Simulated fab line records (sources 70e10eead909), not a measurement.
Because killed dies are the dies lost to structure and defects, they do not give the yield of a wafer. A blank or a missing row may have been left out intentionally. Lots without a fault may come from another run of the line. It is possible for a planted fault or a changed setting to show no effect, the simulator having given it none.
Matching of chambers	flow nandHarc	NHARC_A_CONTACT_ALD_18 on aldMetal-04: 4 sister chambers
The step deposits TiN, target thk 3 nm, pulse time 1 s, ald cycles 150. 4 wafers are shown with their chamber, then 7 later ones without.

## EACH WAFER AND ITS CHAMBER
wafer	chamber	heaterPowerW (W)
L085.1	1	1194
L085.3	0	1015
L084.2	3	1187
L084.3	2	1170

## WAFERS MISSING THEIR CHAMBER
wafer	heaterPowerW (W)
L084.5	1214
L090.1	1060
L090.3	1121
L090.5	1129
L094.1	1151
L094.2	1141
L094.4	1154

## THE CHAMBER EACH PASSED THROUGH
wafer	from the rows above	in truth
L084.5	can't be placed: 1 or 3 or 2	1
L090.1	can't be placed: 0 or 2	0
L090.3	can't be placed: 2 or 3 or 1 or 0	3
L090.5	can't be placed: 2 or 3 or 1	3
L094.1	can't be placed: 2 or 3 or 1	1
L094.2	can't be placed: 2 or 3 or 1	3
L094.4	can't be placed: 2 or 3 or 1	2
0 of 7 placed correctly. Unplaceable from these rows: 7, with the true chamber sitting among the candidates in 7. Wrongly placed: 0.
How it was worked out, from the rows above alone: a wafer's distance from a chamber is the root of the sum, over the readings, of the square of ((its reading less the chamber's mean) divided by the reading's scatter). The wafer belongs to the nearest chamber; if the next one is less than 2 further off, it can't be placed. Each chamber's mean is taken over the wafers shown for it. The scatter: root of mean squared gap, hidden wafer to nearest shown wafer, with one shown wafer a chamber.
